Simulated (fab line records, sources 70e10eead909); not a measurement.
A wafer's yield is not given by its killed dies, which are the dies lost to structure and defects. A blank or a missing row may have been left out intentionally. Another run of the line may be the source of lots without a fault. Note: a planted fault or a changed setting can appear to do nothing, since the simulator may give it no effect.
fab line records + flow nand_harc + part 2 of 2: steps 22 to 27 of 27
[record]
- lots = 5
- wafers = 15
- last_day = 32
route steps=1302 shown A_STAIRCASE@677
lots with no fault: from the same line, run without faults
start_h: hours from the record's first day to the start of the lot's first wafer shown + wait_h: hours elapsed since this lot's preceding step + " repeats the value in the row above + L1.1+2: a single row standing in for several wafers + - no value, or no start was given + * or withheld: withheld + < > ~ a bound
route shown NAME@n: names a module that has steps shown in the file, with the first one's number in the route + usual: mean/standard deviation of fault-free wafers + same: alike in all rows + chamber/n: place in a boat + sites: the reading at each site + _std_site: their standard deviation + _edge_site: outer sites' mean less inner sites' + radius_mm: for every site, how far away it sits from the centre of the wafer + mask NAME#n: copy n + behind: tool/chamber where the wafer was last shaped + hold: what put the lot on hold/how long, in hours/how the hold closed + device: the n, p or np transistor that did not switch + end of line: at the end of the route, the tests of the same wafers + step lacking rows: just its recipe + killed: at the first sort, the dies lost to defects and structure; wafer yield is something else + map: the dies of a wafer, with x for killed, . for not killed, _ for no die there
set.NAME: setting as actually run; set.NAME@STEP: the setting as run at that earlier step + model.NAME: the simulator's own value behind a step, which no gauge read
lots at some steps of the route; a table a step, a row a wafer
services: the hour from which a tool's chamber was out of use, counted from the record's first day as start_h (under 0 if before that day), plus the number of hours and why
[[steps]]
[step NHARC_A_STAIRCASE_DESCUM_186]
[recipe]
- time_s = 3
- o2_flow_sccm = 200
- ar_flow_sccm = 0
- bias_power_w = 0
- chemistry = O2
[usual]
- chamber_pressure_mTorr = 60.00/0.055
- drypump_motor_current_A = 5.6/0.37
- mfc_ar_sccm = 0.010/0.011
- oes_product_au = 0.999/0.013
- rf_vpp_V = 57.8/0.83
- showerhead_plenum_p_Torr = 1.90/0.1
- throttle_valve_pct = 11.312/0.008
| lot.wafer | tool        | chamber | start_h | wait_h | chamber_pressure_mTorr | drypump_motor_current_A | mfc_ar_sccm | oes_product_au | rf_hours_counter_h | rf_vpp_V | showerhead_plenum_p_Torr | throttle_valve_pct |
|-----------|-------------|---------|---------|--------|------------------------|-------------------------|-------------|----------------|--------------------|----------|--------------------------|--------------------|
| L078.3    | rie_diel-04 | 1       | 400.92  | -      | 60.04                  | 6.0                     | 0.023       | 0.983          | 7                  | 57.0     | 2.05                     | 11.318             |
| L078.1    | "           | 2       | "       | "      | 60.08                  | 5.4                     | 0           | 0.995          | 9                  | 57.6     | 1.90                     | 11.319             |
| L078.2    | "           | 3       | "       | "      | 59.95                  | 5.2                     | 0           | 1.003          | 10                 | 57.7     | 1.79                     | 11.313             |
| L082.4    | rie_diel-04 | 2       | 437.89  | -      | 60.03                  | 5.4                     | 0           | 0.984          | 23                 | 57.9     | 1.90                     | 11.308             |
| L082.2    | "           | 0       | "       | "      | 59.96                  | 5.5                     | 0           | 0.996          | 13                 | 57.8     | 2.07                     | 11.302             |
| L082.6    | "           | 3       | "       | "      | 59.99                  | 5.2                     | 0           | 0.997          | -                  | 57.4     | 1.79                     | 11.295             |
| L091.4    | rie_diel-04 | 3       | 528.01  | -      | 59.98                  | 5.2                     | 0           | 1.019          | 58                 | 56.8     | 1.78                     | 11.306             |
| L091.5    | "           | 2       | "       | "      | 60.06                  | 5.4                     | 0           | 0.997          | -                  | 59.2     | 1.89                     | 11.312             |
| L091.6    | "           | 3       | "       | "      | 60.02                  | 5.2                     | 0           | 1.019          | -                  | 56.8     | 1.78                     | 11.309             |
| L095.4    | rie_diel-11 | 1       | 566.26  | -      | 59.99                  | 6.2                     | 0.036       | 1.008          | 40                 | 56.7     | 1.84                     | 11.286             |
| L095.5    | "           | 3       | "       | "      | 60.02                  | 5.2                     | 0.009       | 0.997          | -                  | 57.5     | 1.94                     | 11.312             |
| L095.6    | "           | 0       | "       | "      | 59.95                  | 5.5                     | 0           | 0.988          | -                  | 57.9     | 1.77                     | 11.305             |
| L096.2    | rie_diel-04 | 3       | 575.28  | -      | 60.08                  | 5.2                     | 0           | 0.985          | 7                  | 57.6     | 2.07                     | 11.310             |
| L096.6    | "           | 2       | "       | "      | 60.11                  | 5.4                     | 0           | 1.017          | -                  | 56.6     | 1.89                     | 11.318             |
| L096.5    | "           | 3       | "       | "      | 59.98                  | 5.2                     | 0           | 0.986          | -                  | 58.4     | 2.07                     | 11.321             |
[step NHARC_A_STAIRCASE_TRIM_187]
[recipe]
- time_s = 211.2
- o2_flow_sccm = 500
- ar_flow_sccm = 0
- bias_w = 0
- chemistry = O2
[usual]
- chamber_pressure_mTorr = 60.01/0.054
- drypump_motor_current_A = 5.7/0.38
- mfc_ar_sccm = 0.011/0.013
- oes_product_au = 1.001/0.014
- rf_vpp_V = 57.7/0.89
- showerhead_plenum_p_Torr = 3.51/0.18
- throttle_valve_pct = 17.037/0.0093
| lot.wafer | tool        | chamber | start_h | wait_h | chamber_pressure_mTorr | drypump_motor_current_A | mfc_ar_sccm | oes_product_au | rf_hours_counter_h | rf_vpp_V | showerhead_plenum_p_Torr | throttle_valve_pct |
|-----------|-------------|---------|---------|--------|------------------------|-------------------------|-------------|----------------|--------------------|----------|--------------------------|--------------------|
| L078.1    | rie_diel-04 | 2       | 401.02  | 0.1    | 59.98                  | 5.4                     | 0           | 0.998          | 9                  | 58.6     | 3.51                     | 17.041             |
| L078.3    | "           | 3       | "       | "      | 60.04                  | 5.2                     | 0           | 1.009          | 10                 | 57.7     | 3.32                     | 17.021             |
| L078.2    | "           | 1       | "       | "      | 60.08                  | 6.0                     | 0.023       | 0.983          | 7                  | 57.4     | 3.77                     | 17.029             |
| L082.4    | rie_diel-04 | 3       | 438.12  | 0.2    | 60.03                  | 5.2                     | 0           | 1.007          | 25                 | 57.0     | 3.31                     | 17.044             |
| L082.2    | "           | 1       | "       | "      | 60.04                  | 6.1                     | 0.023       | 0.990          | 22                 | 58.6     | 3.76                     | 17.047             |
| L082.6    | "           | 3       | "       | "      | 60.03                  | 5.2                     | 0           | 0.998          | -                  | 56.6     | 3.31                     | 17.031             |
| L091.4    | rie_diel-04 | 0       | 528.08  | 0.1    | 60.06                  | 5.5                     | 0           | 1.008          | 48                 | 57.9     | 3.78                     | 17.019             |
| L091.5    | "           | 0       | "       | "      | 59.98                  | 5.5                     | 0           | 1.007          | -                  | 58.0     | 3.78                     | 17.036             |
| L091.6    | "           | 1       | "       | "      | 60.03                  | 6.0                     | 0.023       | 0.995          | -                  | 58.2     | 3.74                     | 17.036             |
| L095.4    | rie_diel-11 | 2       | 566.35  | 0.1    | 59.94                  | 5.7                     | 0.009       | 0.979          | 44                 | 57.5     | 3.36                     | 17.023             |
| L095.6    | "           | 1       | "       | "      | 60.03                  | 6.2                     | 0.036       | 1.015          | -                  | 57.3     | 3.40                     | 17.046             |
| L095.5    | "           | 2       | "       | "      | 60.04                  | 5.7                     | 0.009       | 0.991          | -                  | 58.2     | 3.36                     | 17.024             |
| L096.2    | rie_diel-04 | 3       | 575.39  | 0.1    | 59.90                  | 5.2                     | 0           | 0.993          | 7                  | 58.3     | 3.80                     | 17.043             |
| L096.5    | "           | 1       | "       | "      | 59.99                  | 6.1                     | 0.023       | 0.974          | -                  | 58.7     | 3.74                     | 17.031             |
| L096.6    | "           | 2       | "       | "      | 60.16                  | 5.4                     | 0           | 1.011          | -                  | 56.8     | 3.48                     | 17.056             |
[step NHARC_A_STAIRCASE_ETCH_188]
[recipe]
- target_depth_a = 1000
- time_s = 40.5
- ion_energy_ev = 400
- c4f8_flow_sccm = 20
- o2_flow_sccm = 10
- ar_flow_sccm = withheld
- rf_w = 600
- bias_w = 1000
- chemistry = C4F8/O2
[usual]
- chamber_pressure_mTorr = 25.000/0.022
- oes_product_au = 0.942/0.017
- rf_vpp_V = 895/6.5
| lot.wafer | tool        | chamber | start_h | wait_h | chamber_pressure_mTorr | oes_product_au | rf_hours_counter_h | rf_vpp_V |
|-----------|-------------|---------|---------|--------|------------------------|----------------|--------------------|----------|
| L078.1    | rie_diel-04 | 1       | -       | -      | 24.991                 | 0.932          | 7                  | 904      |
| L078.2    | "           | 2       | "       | "      | 25.013                 | 0.945          | 9                  | 895      |
| L078.3    | "           | 3       | "       | "      | 25.003                 | 0.938          | 10                 | 888      |
| L082.4    | rie_diel-04 | 2       | -       | -      | 24.983                 | 0.926          | 23                 | 895      |
| L082.2    | "           | 0       | "       | "      | 24.970                 | 0.938          | 13                 | 905      |
| L082.6    | "           | 2       | "       | "      | 24.991                 | 0.922          | -                  | 894      |
| L091.4    | rie_diel-04 | 2       | -       | -      | 25.027                 | 0.950          | 52                 | 893      |
| L091.5    | "           | 3       | "       | "      | 25.040                 | 0.976          | -                  | 887      |
| L091.6    | "           | 0       | "       | "      | 24.998                 | 0.950          | -                  | 905      |
| L095.4    | rie_diel-11 | 1       | -       | -      | 24.997                 | 0.942          | 41                 | 891      |
| L095.6    | "           | 2       | "       | "      | 24.992                 | 0.927          | -                  | 891      |
| L095.5    | "           | 3       | "       | "      | 24.999                 | 0.937          | -                  | 897      |
| L096.2    | rie_diel-04 | 0       | -       | -      | 25.018                 | 0.933          | 7                  | 905      |
| L096.5    | "           | 0       | "       | "      | 24.992                 | 0.935          | -                  | 904      |
| L096.6    | "           | 1       | "       | "      | 24.995                 | 0.922          | -                  | 903      |
[step NHARC_A_STAIRCASE_TRIM_189]
[recipe]
- time_s = 211.2
- o2_flow_sccm = 500
- ar_flow_sccm = 0
- bias_w = 0
- chemistry = O2
[usual]
- chamber_pressure_mTorr = 60.00/0.06
- drypump_motor_current_A = 5.7/0.38
- mfc_ar_sccm = 0.010/0.012
- oes_product_au = 1.000/0.014
- rf_vpp_V = 57.8/0.95
- showerhead_plenum_p_Torr = 3.52/0.18
- throttle_valve_pct = 17.036/0.0093
| lot.wafer | tool        | chamber | start_h | wait_h | chamber_pressure_mTorr | drypump_motor_current_A | mfc_ar_sccm | oes_product_au | rf_hours_counter_h | rf_vpp_V | showerhead_plenum_p_Torr | throttle_valve_pct |
|-----------|-------------|---------|---------|--------|------------------------|-------------------------|-------------|----------------|--------------------|----------|--------------------------|--------------------|
| L078.3    | rie_diel-04 | 1       | -       | -      | 59.94                  | 6.0                     | 0.023       | 0.962          | 7                  | 59.3     | 3.77                     | 17.032             |
| L078.1    | "           | 2       | "       | "      | 59.95                  | 5.4                     | 0           | 0.980          | 9                  | 58.4     | 3.51                     | 17.012             |
| L078.2    | "           | 3       | "       | "      | 59.96                  | 5.2                     | 0           | 0.986          | 10                 | 56.7     | 3.32                     | 17.036             |
| L082.2    | rie_diel-04 | 0       | -       | -      | 60.06                  | 5.5                     | 0           | 1.004          | 13                 | 58.5     | 3.80                     | 17.030             |
| L082.4    | "           | 1       | "       | "      | 60.07                  | 6.0                     | 0.023       | 0.984          | 22                 | 59.6     | 3.76                     | 17.037             |
| L082.6    | "           | 1       | "       | "      | 59.91                  | 6.0                     | 0.023       | 0.986          | -                  | 58.5     | 3.76                     | 17.034             |
| L091.4    | rie_diel-04 | 1       | -       | -      | 60.09                  | 6.0                     | 0.023       | 0.974          | 53                 | 58.0     | 3.74                     | 17.053             |
| L091.6    | "           | 2       | "       | "      | 59.97                  | 5.4                     | 0           | 0.997          | -                  | 55.2     | 3.49                     | 17.036             |
| L091.5    | "           | 3       | "       | "      | 60.02                  | 5.2                     | 0           | 1.009          | -                  | 58.1     | 3.29                     | 17.025             |
| L095.4    | rie_diel-11 | 1       | -       | -      | 60.08                  | 6.2                     | 0.036       | 1.022          | 41                 | 58.7     | 3.40                     | 17.039             |
| L095.6    | "           | 3       | "       | "      | 59.92                  | 5.2                     | 0.009       | 0.997          | -                  | 58.2     | 3.58                     | 17.037             |
| L095.5    | "           | 0       | "       | "      | 59.94                  | 5.5                     | 0           | 0.983          | -                  | 56.1     | 3.29                     | 17.031             |
| L096.2    | rie_diel-04 | 2       | -       | -      | 59.96                  | 5.4                     | 0           | 1.012          | 7                  | 57.3     | 3.48                     | 17.028             |
| L096.6    | "           | 1       | "       | "      | 59.93                  | 6.0                     | 0.023       | 0.973          | -                  | 59.1     | 3.74                     | 17.016             |
| L096.5    | "           | 2       | "       | "      | 60.02                  | 5.4                     | 0           | 1.008          | -                  | 58.4     | 3.48                     | 17.028             |
[step NHARC_A_STAIRCASE_ETCH_190]
[recipe]
- target_depth_a = 1000
- time_s = 40.5
- ion_energy_ev = 400
- c4f8_flow_sccm = 20
- o2_flow_sccm = 10
- ar_flow_sccm = withheld
- rf_w = 600
- bias_w = 1000
- chemistry = C4F8/O2
[usual]
- chamber_pressure_mTorr = 25.001/0.024
- oes_product_au = 0.942/0.015
- rf_vpp_V = 895/6.5
| lot.wafer | tool        | chamber | start_h | wait_h | chamber_pressure_mTorr | oes_product_au | rf_hours_counter_h | rf_vpp_V |
|-----------|-------------|---------|---------|--------|------------------------|----------------|--------------------|----------|
| L078.1    | rie_diel-04 | 3       | -       | -      | 25.035                 | 0.940          | 11                 | 887      |
| L078.3    | "           | 1       | "       | "      | 24.975                 | 0.923          | 8                  | 904      |
| L078.2    | "           | 2       | "       | "      | 24.979                 | 0.934          | 9                  | 895      |
| L082.4    | rie_diel-04 | 3       | -       | -      | 24.964                 | 0.931          | 26                 | 891      |
| L082.2    | "           | 0       | "       | "      | 25.015                 | 0.926          | 14                 | 904      |
| L082.6    | "           | 0       | "       | "      | 24.978                 | 0.923          | -                  | 906      |
| L091.4    | rie_diel-04 | 0       | -       | -      | 25.001                 | 0.951          | 48                 | 906      |
| L091.6    | "           | 1       | "       | "      | 24.984                 | 0.927          | -                  | 905      |
| L091.5    | "           | 2       | "       | "      | 24.984                 | 0.933          | -                  | 894      |
| L095.4    | rie_diel-11 | 2       | -       | -      | 24.996                 | 0.921          | 44                 | 890      |
| L095.6    | "           | 1       | "       | "      | 24.987                 | 0.957          | -                  | 891      |
| L095.5    | "           | 2       | "       | "      | 25.015                 | 0.928          | -                  | 890      |
| L096.2    | rie_diel-04 | 0       | -       | -      | 24.980                 | 0.930          | 7                  | 904      |
| L096.6    | "           | 0       | "       | "      | 25.004                 | 0.923          | -                  | 904      |
| L096.5    | "           | 1       | "       | "      | 24.991                 | 0.917          | -                  | 902      |
[step NHARC_A_STAIRCASE_TRIM_191]
[recipe]
- time_s = 211.2
- o2_flow_sccm = 500
- ar_flow_sccm = 0
- bias_w = 0
- chemistry = O2
[usual]
- chamber_pressure_mTorr = 60.00/0.056
- drypump_motor_current_A = 5.7/0.38
- mfc_ar_sccm = 0.010/0.012
- oes_product_au = 1.002/0.013
- rf_vpp_V = 57.8/0.95
- showerhead_plenum_p_Torr = 3.51/0.18
- throttle_valve_pct = 17.036/0.0088
| lot.wafer | tool        | chamber | start_h | wait_h | chamber_pressure_mTorr | drypump_motor_current_A | mfc_ar_sccm | oes_product_au | rf_hours_counter_h | rf_vpp_V | showerhead_plenum_p_Torr | throttle_valve_pct |
|-----------|-------------|---------|---------|--------|------------------------|-------------------------|-------------|----------------|--------------------|----------|--------------------------|--------------------|
| L078.1    | rie_diel-04 | 3       | -       | -      | 60.16                  | 5.2                     | 0           | 1.003          | 11                 | 56.8     | 3.32                     | 17.024             |
| L078.2    | "           | 1       | "       | "      | 59.99                  | 6.1                     | 0.023       | 0.980          | 8                  | 58.9     | 3.77                     | 17.032             |
| L078.3    | "           | 2       | "       | "      | 60.04                  | 5.5                     | 0           | 0.991          | 9                  | 57.5     | 3.51                     | 17.034             |
| L082.4    | rie_diel-04 | 1       | -       | -      | 59.99                  | 6.0                     | 0.023       | 0.987          | 22                 | 59.7     | 3.76                     | 17.045             |
| L082.2    | "           | 2       | "       | "      | 59.94                  | 5.4                     | 0           | 0.989          | 24                 | 58.8     | 3.50                     | 17.038             |
| L082.6    | "           | 0       | "       | "      | 59.95                  | 5.5                     | 0           | 1.003          | -                  | 56.5     | 3.80                     | 17.040             |
| L091.4    | rie_diel-04 | 0       | -       | -      | 60.04                  | 5.5                     | 0           | 0.986          | 48                 | 59.6     | 3.78                     | 17.031             |
| L091.5    | "           | 2       | "       | "      | 60.05                  | 5.4                     | 0           | 0.995          | -                  | 57.2     | 3.49                     | 17.034             |
| L091.6    | "           | 3       | "       | "      | 60.06                  | 5.2                     | 0           | 1.013          | -                  | 58.0     | 3.29                     | 17.049             |
| L095.4    | rie_diel-11 | 0       | -       | -      | 59.99                  | 5.5                     | 0           | 0.995          | 38                 | 57.2     | 3.29                     | 17.023             |
| L095.5    | "           | 2       | "       | "      | 60.14                  | 5.7                     | 0.009       | 0.988          | -                  | 57.2     | 3.36                     | 17.026             |
| L095.6    | "           | 3       | "       | "      | 59.98                  | 5.2                     | 0.009       | 1.006          | -                  | 58.0     | 3.58                     | 17.051             |
| L096.2    | rie_diel-04 | 1       | -       | -      | 60.00                  | 6.0                     | 0.023       | 0.972          | 7                  | 59.1     | 3.74                     | 17.016             |
| L096.6    | "           | 0       | "       | "      | 59.97                  | 5.5                     | 0           | 1.000          | -                  | 59.2     | 3.77                     | 17.024             |
| L096.5    | "           | 1       | "       | "      | 60.02                  | 6.0                     | 0.023       | 0.976          | -                  | 58.9     | 3.74                     | 17.048             |
[[services]]
| tool            | chamber | start_h | hours | kind   |
|-----------------|---------|---------|-------|--------|
| rie_diel-04     | 0       | 392.26  | -     | clean  |
| rie_diel-04     | 0       | 393.17  | 26.6  | repair |
| krf_scanner-03  | -       | 393.28  | 3.7   | repair |
| wet_bench-02    | -       | 395.54  | 1.9   | repair |
| litho_track-02  | -       | 402.01  | 7.0   | pm     |
| wet_bench-04    | -       | 403.20  | 8.0   | pm     |
| wet_bench-02    | -       | 420.00  | 8.0   | pm     |
| krf_scanner-01  | -       | 425.82  | 4.8   | repair |
| krf_scanner-02  | -       | 428.06  | 1.3   | repair |
| rie_diel-11     | -       | 434.79  | 9.0   | pm     |
| krf_scanner-02  | -       | 438.02  | 4.0   | pm     |
| plasma_asher-02 | -       | 447.84  | 9.0   | pm     |
| litho_track-03  | -       | 450.00  | 7.0   | pm     |
| rie_diel-03     | -       | 458.59  | 9.0   | pm     |
| litho_track-05  | -       | 474.00  | 7.0   | pm     |
| krf_scanner-01  | -       | 484.00  | 4.0   | pm     |
| wet_bench-07    | -       | 512.00  | 8.0   | pm     |
| plasma_asher-02 | -       | 513.49  | 2.5   | repair |
| wet_bench-04    | -       | 514.84  | 2.6   | repair |
| rie_diel-03     | 2       | 517.55  | 7.5   | repair |
| krf_scanner-01  | -       | 534.83  | 1.7   | repair |
| rie_diel-03     | 3       | 546.16  | 10.6  | repair |
| krf_scanner-03  | -       | 568.94  | 4.0   | pm     |
| wet_bench-07    | -       | 569.65  | 1.0   | repair |
